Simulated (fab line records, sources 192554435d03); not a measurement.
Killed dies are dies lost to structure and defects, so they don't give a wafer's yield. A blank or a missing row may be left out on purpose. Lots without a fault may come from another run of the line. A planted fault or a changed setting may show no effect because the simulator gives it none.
Chamber matching | flow n5_finfet | N5_STI_FIN_REVEAL_ETCH_34 on rie_si-06: 4 sister chambers
The step etches Si in H2, material Si, target depth 0.97 nm. 20 wafers are shown with their chamber, then 10 later ones without.

WAFERS WITH THEIR CHAMBER
wafer  | chamber | drypump_motor_current_A (A) | throttle_valve_pct (%) | oes_product_au (a.u.)
L074.1 | 3       | 5.0                         | 25.9                   | 1.008
L074.5 | 1       | 5.7                         | 26.1                   | 0.979
L074.6 | 0       | 5.7                         | 26.1                   | 1.010
L077.1 | 1       | 5.7                         | 26.1                   | 0.977
L077.4 | 3       | 5.0                         | 26.0                   | 1.008
L077.5 | 2       | 6.1                         | 25.9                   | 0.987
L078.1 | 0       | 5.8                         | 26.1                   | 1.004
L078.3 | 3       | 5.0                         | 26.0                   | 1.011
L078.5 | 0       | 5.8                         | 26.1                   | 1.004
L081.1 | 0       | 5.7                         | 26.1                   | 1.012
L081.3 | 1       | 5.7                         | 26.1                   | 0.981
L081.6 | 0       | 5.7                         | 26.1                   | 0.998
L084.2 | 1       | 5.7                         | 26.1                   | 0.970
L084.4 | 3       | 5.0                         | 26.0                   | 0.996
L084.5 | 0       | 5.8                         | 26.1                   | 0.995
L086.1 | 1       | 5.8                         | 26.1                   | 0.958
L086.3 | 3       | 4.9                         | 26.0                   | 0.997
L086.4 | 0       | 5.8                         | 26.1                   | 0.995
L090.2 | 3       | 5.0                         | 26.0                   | 0.999
L090.5 | 2       | 6.1                         | 25.9                   | 1.009

SIGNATURES (means of the wafers above)
reading                 | chamber 0 | chamber 1 | chamber 2 | chamber 3 | scatter within a chamber
drypump_motor_current_A | 5.757     | 5.720     | 6.100     | 4.983     | 0.0457
throttle_valve_pct      | 26.100    | 26.100    | 25.900    | 25.983    | 0.0228
oes_product_au          | 1.00257   | 0.97300   | 0.99800   | 1.00317   | 0.00826
Rule: a wafer's distance from a chamber is the root of the sum, over the readings, of the square of ((its reading less the chamber's mean) divided by the reading's scatter). The wafer belongs to the nearest chamber; if the next one is less than 2 further off, it can't be placed. The scatter: the root of (the sum of the squares of (reading less its chamber's mean) over the shown wafers, divided by (wafers less chambers)).

WAFERS WITHOUT THEIR CHAMBER
wafer  | drypump_motor_current_A (A) | throttle_valve_pct (%) | oes_product_au (a.u.)
L090.6 | 5.0                         | 26.0                   | 0.994
L091.2 | 5.8                         | 26.1                   | 0.981
L091.5 | 6.1                         | 25.9                   | 1.011
L091.6 | 5.8                         | 26.1                   | 0.976
L095.1 | 6.1                         | 25.9                   | 1.000
L095.4 | 5.7                         | 26.1                   | 0.976
L095.6 | 5.0                         | 26.0                   | 0.988
L096.2 | 5.8                         | 26.1                   | 0.969
L096.3 | 6.1                         | 25.8                   | 0.999
L096.4 | 5.7                         | 26.1                   | 0.997

WHICH CHAMBER EACH WENT THROUGH
wafer  | from the rows above     | in truth
L090.6 | 3                       | 3
L091.2 | can't be placed: 1 or 0 | 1
L091.5 | 2                       | 2
L091.6 | can't be placed: 1 or 0 | 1
L095.1 | 2                       | 2
L095.4 | 1                       | 1
L095.6 | 3                       | 3
L096.2 | 1                       | 1
L096.3 | 2                       | 2
L096.4 | can't be placed: 0 or 1 | 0
Placed correctly: 7 of 10. Can't be placed from these rows: 3 (the true chamber is among the candidates in 3). Placed wrongly: 0.
